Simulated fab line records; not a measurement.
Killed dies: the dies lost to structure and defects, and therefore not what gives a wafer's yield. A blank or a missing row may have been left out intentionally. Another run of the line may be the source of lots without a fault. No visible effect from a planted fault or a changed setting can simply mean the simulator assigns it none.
Matching of chambers / flow n5-finfet / N5_MOL_CONTACT_COAG_ALD_133 on ald-sin-04: 4 sister chambers
The step deposits SiO2, target thk 5 nm, pulse time 1 s, co reactant pulse time 1 s. 4 wafers are shown with their chamber, then 7 later ones without.

## EACH WAFER AND ITS CHAMBER
wafer=L350.2; chamber=3; heater-power-w (W)=76
wafer=L353.4; chamber=1; heater-power-w (W)=76
wafer=L354.1; chamber=0; heater-power-w (W)=80
wafer=L354.3; chamber=2; heater-power-w (W)=82

## WAFERS WITHOUT THEIR CHAMBER
wafer=L354.6; heater-power-w (W)=83
wafer=L358.2; heater-power-w (W)=77
wafer=L358.4; heater-power-w (W)=83
wafer=L358.5; heater-power-w (W)=74
wafer=L363.2; heater-power-w (W)=75
wafer=L363.3; heater-power-w (W)=83
wafer=L363.4; heater-power-w (W)=79

## THE CHAMBER EACH PASSED THROUGH
wafer=L354.6; from the rows above=can't be placed: 2 or 0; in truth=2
wafer=L358.2; from the rows above=can't be placed: 1 or 3 or 0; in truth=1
wafer=L358.4; from the rows above=can't be placed: 2 or 0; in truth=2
wafer=L358.5; from the rows above=can't be placed: 1 or 3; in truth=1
wafer=L363.2; from the rows above=can't be placed: 1 or 3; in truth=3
wafer=L363.3; from the rows above=can't be placed: 2 or 0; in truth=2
wafer=L363.4; from the rows above=can't be placed: 0 or 1 or 2 or 3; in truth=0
0 of 7 placed correctly. Unplaceable from these rows: 7, with the true chamber sitting among the candidates in 7. Placed wrongly: 0.
How it was worked out, from the rows above alone: a wafer's distance from a chamber is the root of the sum, over the readings, of the square of ((its reading less the chamber's mean) divided by the reading's scatter). If the next closest chamber is less than 2 further off than the closest, the wafer can't be placed; otherwise it belongs to the closest. The mean given for a chamber averages the wafers shown for that chamber. The scatter: with one shown wafer a chamber, the root of the mean of the squares of how far each hidden wafer lies from its nearest shown one.
